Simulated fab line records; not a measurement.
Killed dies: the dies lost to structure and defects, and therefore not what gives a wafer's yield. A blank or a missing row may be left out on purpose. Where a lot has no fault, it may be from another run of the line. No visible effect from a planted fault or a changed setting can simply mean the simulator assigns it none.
Which tool did it?    flow n5-finfet    33 wafers from 11 lots sampled at 5 of the route's 1938 steps

WHAT THE GAUGES SHOWED, per wafer
N5_BEOL_M6_CD_MEAS_28: target cd 40 nm.
lot   measured      on         cd-nm (nm)
L077  day 9 00:09   cd-sem-02  39.71 39.41 40.23
L078  day 9 04:44   cd-sem-03  40.05 40.28 40.25
L079  day 9 18:35   cd-sem-01  39.73 40.06 40.16
L082  day 10 12:59  cd-sem-02  40.30 40.15 40.37
L085  day 11 06:34  cd-sem-02  39.86 39.63 39.75
L086  day 11 13:55  cd-sem-02  40.13 40.26 39.78
L089  day 11 22:54  cd-sem-02  39.78 39.97 39.98
L090  day 12 14:21  cd-sem-01  40.69 40.32 40.12
L092  day 13 07:59  cd-sem-03  40.34 40.44 39.81
L094  day 13 13:43  cd-sem-02  39.78 40.14 39.83
L096  day 14 08:52  cd-sem-03  39.75 39.60 39.77

TOOL THAT RAN EACH LOT (tool first, then ch and the chambers of the sampled wafers, then the start)
lot   N5_BEOL_M5_SURFACE_TREAT_87   N5_BEOL_M5_PRE_CLEAN_77           N5_BEOL_M6_ETCH_62                  N5_BEOL_M6_STRIP_19
L077  pvd-sputter-02, day 8 15:07   cvd-co-01 ch 0,1,2, day 8 20:35   rie-diel-01 ch 1,2, day 8 22:25     rie-diel-05 ch 0,1,2, day 8 22:43
L078  pvd-sputter-02, day 8 19:07   cvd-co-01 ch 1,2, day 9 00:40     rie-diel-04 ch 1,3, day 9 03:32     rie-diel-01 ch 0,1,3, day 9 03:50
L079  pvd-sputter-01, day 9 10:26   cvd-co-02 ch 1,2, day 9 15:52     rie-diel-01 ch 0,1,2, day 9 17:50   rie-diel-01 ch 0,1, day 9 18:13
L082  pvd-sputter-01, day 10 01:23  cvd-co-01 ch 0,1, day 10 06:59    rie-diel-01 ch 0,1, day 10 10:16    rie-diel-05 ch 0,1,3, day 10 10:34
L085  pvd-sputter-01, day 10 18:35  cvd-co-02 ch 1,2, day 11 00:13    rie-diel-05 ch 1,2, day 11 02:53    rie-diel-01 ch 0,2, day 11 03:14
L086  pvd-sputter-01, day 11 02:27  cvd-co-02 ch 0,1, day 11 08:20    rie-diel-05 ch 0,1,2, day 11 10:22  rie-diel-05 ch 1,2,3, day 11 10:40
L089  pvd-sputter-01, day 11 10:19  cvd-co-01 ch 0,1, day 11 19:20    rie-diel-05 ch 0,2,3, day 11 22:06  rie-diel-01 ch 0,3, day 11 22:30
L090  pvd-sputter-01, day 12 02:49  cvd-co-01 ch 0,1, day 12 08:26    rie-diel-05 ch 0,1,2, day 12 12:13  rie-diel-04 ch 1,2, day 12 12:31
L092  pvd-sputter-03, day 12 21:17  cvd-co-01 ch 0,1,2, day 13 02:43  rie-diel-04 ch 0,2, day 13 06:07    rie-diel-01 ch 1,2,3, day 13 06:35
L094  pvd-sputter-01, day 13 05:34  cvd-co-01 ch 0,1,2, day 13 11:04  rie-diel-01 ch 0,2,3, day 13 12:55  rie-diel-05 ch 0,3, day 13 13:13
L096  pvd-sputter-01, day 13 20:31  cvd-co-02 ch 1,2, day 14 02:37    rie-diel-04 ch 0,1,2, day 14 04:52  rie-diel-04 ch 0,2, day 14 05:10
- N5_BEOL_M5_SURFACE_TREAT_87
- N5_BEOL_M5_PRE_CLEAN_77: time 15 s.
- N5_BEOL_M6_ETCH_62: etches SOC in N2/H2, target depth 110 nm, overetch 22 nm, time 165 s.
- N5_BEOL_M6_STRIP_19: strips in O2.

THE ANSWER, worked out from the rows above alone
Rule: usual is defined by the lots themselves. Put in order of their means at a reading, lots are off if they are a third of the lots or fewer, leave a main group of 4 or more, and stand apart from it by a gap of 3 or more times the standard deviation of the main group's means; of several such gaps the widest counts. A main group whose means are all the same, to the digits that the tables above print for the reading, isn't used. Also off: a lot with no number at a reading for which 4 or more lots have one. Any other lot the step has rows for is counted as sound.
None of the lots is off at any reading shown; this tells nothing.

WHAT HAD BEEN PUT IN BY THE SIMULATOR
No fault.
